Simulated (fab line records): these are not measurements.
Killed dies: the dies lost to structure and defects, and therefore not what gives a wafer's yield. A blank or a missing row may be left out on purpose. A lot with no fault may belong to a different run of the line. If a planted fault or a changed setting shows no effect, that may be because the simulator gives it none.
One fault seen from 3 desks ; flow n5-finfet ; numbers are kept per desk, each desk with only its own; the story behind them comes last

FOR THE TOOL OWNER'S DESK: pecvd-03
The tool's own readings at N5_BEOL_M0_SAQP_PECVD_00 (deposits SiCN from 3MS/NH3, target thk 8 nm, time 14 s): means of the sampled wafers that have a number, for each lot that ran on this tool. If a lot's mean is further than 4 standard deviations from the usual mean, the lot is out of limits and carries the mark OUT (the distance appears in the brackets).
Columns: A = showerhead-plenum-p-Torr at N5_BEOL_M0_SAQP_PECVD_00, usual 3.667 Torr; B = throttle-valve-pct at N5_BEOL_M0_SAQP_PECVD_00, usual 9.2 %
lot;first seen here;A;B
L831;day 5 10:43;3.680;8.9
L843;day 8 19:56;3.687;9.1
Finding of this desk: none of the 2 lots has anything out of limits.

THE DEFECT DESK
Per lot, the means of the sampled wafers with a number show what the inspections along the route counted. If a lot's mean is further than 4 standard deviations from the usual mean, the lot is out of limits and carries the mark OUT (the distance appears in the brackets).
Columns: A = raw-defect-count at N5_MOL_CONTACT_COAG_INSPECT_97, usual 45; B = raw-defect-count at N5_BEOL_M0_SAQP_INSPECT_16, usual 497
lot;first seen here;A;B
L831;day 5 10:24;78;498
L843;day 8 19:38;51;406
L845;day 9 06:59;33;464
L848;day 9 15:32;31;492
L852;day 10 22:56;37;481
Finding of this desk: none of the 5 lots has anything out of limits.

FROM THE METROLOGY DESK
What the gauges read, lot by lot, whatever tool the lot ran on: means of the sampled wafers that have a number. If a lot's mean is further than 4 standard deviations from the usual mean, the lot is out of limits and carries the mark OUT (the distance appears in the brackets). Of its 15 readings 7 are shown: those that lie furthest out on some lot.
Columns: A = M0_CORE_OVL at N5_BEOL_M0_SAQP_OVL_MEAS_15, usual 0.2 nm; B = DIBL_N at N5_BEOL_M4_RC_MEAS_101, usual 36.3 mV/V; C = DIBL_P at N5_BEOL_M4_RC_MEAS_101, usual 36.0 mV/V; D = IOFF_P at N5_BEOL_M4_RC_MEAS_101, usual 0.22 nA/um; E = ION_P at N5_BEOL_M4_RC_MEAS_101, usual 462 uA/um; F = SS_P at N5_BEOL_M4_RC_MEAS_101, usual 73.3 mV/dec; G = VT_P at N5_BEOL_M4_RC_MEAS_101, usual -249 mV
lot;first seen here;A;B;C;D;E;F;G
L831;day 5 06:34;-0.6;33.3;32.8;0.16;458;72.8;-254
L843;day 8 15:49;-0.2;36.0;36.3;0.23;467;73.1;-248
L845;day 9 00:38;-0.9;34.2;36.1;0.21;464;73.5;-250
L848;day 9 11:44;-0.4;33.0;32.3;0.14;448;72.1;-255
L852;day 10 19:03;0.8;36.3;37.4;0.22;463;73.4;-249
Finding of this desk: none of the 5 lots has anything out of limits.

BROUGHT TOGETHER
The desk of the tool owner found nothing out of limits.
No out-of-limits result turned up at the defect desk.
From the metrology desk's view, nothing was out of limits.

WHAT THE SIMULATOR HAD PUT IN
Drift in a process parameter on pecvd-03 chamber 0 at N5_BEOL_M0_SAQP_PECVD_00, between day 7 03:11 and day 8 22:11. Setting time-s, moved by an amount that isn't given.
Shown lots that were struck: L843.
